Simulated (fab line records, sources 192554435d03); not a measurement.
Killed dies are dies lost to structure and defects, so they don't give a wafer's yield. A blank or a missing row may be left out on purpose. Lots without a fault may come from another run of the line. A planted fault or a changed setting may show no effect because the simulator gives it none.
A struck lot beside a sound one | flow n5_finfet | 15 steps out of a route of 1938
Sound: wafers L386.2, L386.4, L386.5. Struck: wafer L382.3. (L382.6 of the same lot was not struck and is left out.) The cause comes at the end.
At each step with rows: each side's tool, then ch and its chambers, then its first start. Under that, the readings that differ: sound wafers | struck wafers | difference of the means | sigmas: that difference in standard deviations of wafers without a fault.
alike: readings whose means differ by less than 2 such deviations, and words and numbers that are the same on both sides. not compared: withheld readings, readings that some wafer has no value for, bounds like >300 that may hide the same value, and numbers for which the record gives no deviation and whose values overlap.
The two part at a step that has a row with sigmas, a row that says differs or no value, or rows on one side only. Numbers that don't overlap but have no deviation are shown without sigmas and don't part them. A reading that every wafer of one side lacks parts them only if that side has two wafers or more.

N5_BEOL_M13_TRENCH_ETCH_34: etches SiOC in C4F8/O2/Ar, target depth 413.47 nm, time 162.6 s.
  sound on rie_diel-02 ch 1,3, day 16 20:35; struck on rie_diel-05 ch 3, day 15 14:22
  alike: drypump_motor_current_A, oes_product_au, rf_vpp_V, showerhead_plenum_p_Torr, throttle_valve_pct
  not compared: rf_hours_counter_h
then, 1 step without rows for these wafers: N5_BEOL_M13_STRIP_70 (strips in C4F8/O2/Ar).
N5_BEOL_M13_OCD_MEAS_35:
  sound on ocd-01, day 16 20:46; struck on ocd-01, day 15 14:33
  alike: trench_depth_nm
N5_BEOL_M13_STRIP_37: strips in N2/H2.
  sound on plasma_asher-01 ch 0,1, day 16 20:48; struck on plasma_asher-02 ch 0, day 15 14:36
  reading                     | sound          | struck | difference | sigmas
  drypump_motor_current_A (A) | 6.46 6.42 6.45 | 6.23   | -0.21      | -2
  alike: heater_power_w, oes_product_au
  not compared: rf_hours_counter_h
N5_BEOL_M13_ETCH_38: etches SiCN in CF4/N2, target depth 67.5 nm, time 71.9 s.
  sound on rie_diel-02 ch 0,2, day 17 00:44; struck on rie_diel-02 ch 0, day 15 16:14
  reading                | sound             | struck | difference | sigmas
  throttle_valve_pct (%) | 15.03 15.96 15.04 | 15.95  | +0.61      | +3
  alike: drypump_motor_current_A, oes_product_au, rf_vpp_V, showerhead_plenum_p_Torr
  not compared: rf_hours_counter_h
then, 3 steps without rows for these wafers: N5_BEOL_M13_PRECLEAN_39 (cleans in residue remover, time 60 s); N5_BEOL_M13_SRD_40 (time 30 s, dry time 30 s); N5_BEOL_M13_DEGAS_41 (time 60 s).
N5_BEOL_M13_PRE_CLEAN_42: time 30 s.
  sound on pvd_sputter-01, day 17 01:02; struck on pvd_sputter-02, day 15 16:32
  alike: heater_power_w, susceptor_temp_C
N5_BEOL_M13_SPUTTER_43: material TaN, target thk 15 nm, time 24.19 s.
  sound on pvd_sputter-01, day 17 01:04; struck on pvd_sputter-02, day 15 16:35
  reading                | sound          | struck | difference | sigmas
  throttle_valve_pct (%) | 31.6 30.3 31.7 | 28.4   | -2.8       | -2
  alike: susceptor_temp_C
then, 2 steps without rows for these wafers: N5_BEOL_M13_SPUTTER_44 (material Ta, target thk 10 nm, time 16.13 s); N5_BEOL_M13_SPUTTER_45 (material Cu, target thk 80 nm, time 13.33 s).
N5_BEOL_M13_ECD_47: material Cu, target thk 936 nm.
  sound on ecd_cu-02 ch 0,1, day 17 01:21; struck on ecd_cu-01 ch 0, day 15 17:00
  reading                                 | sound             | struck | difference | sigmas
  model.Cu_of_BEOL_M13_ECD_47.thk_nm (nm) | 921.6 931.4 923.2 | 1226   | +301       |
then, 1 step without rows for these wafers: N5_BEOL_M13_ANNEAL_48 (time 90 s).
N5_PASSIVATION_PROBE_49:
  the record has rows for the struck wafers here (prober-01, day 16 21:41) and none for the sound ones

WHERE THEY PART
First at N5_BEOL_M13_STRIP_37; last, within this record, at N5_PASSIVATION_PROBE_49.

WHY: what the simulator had put in
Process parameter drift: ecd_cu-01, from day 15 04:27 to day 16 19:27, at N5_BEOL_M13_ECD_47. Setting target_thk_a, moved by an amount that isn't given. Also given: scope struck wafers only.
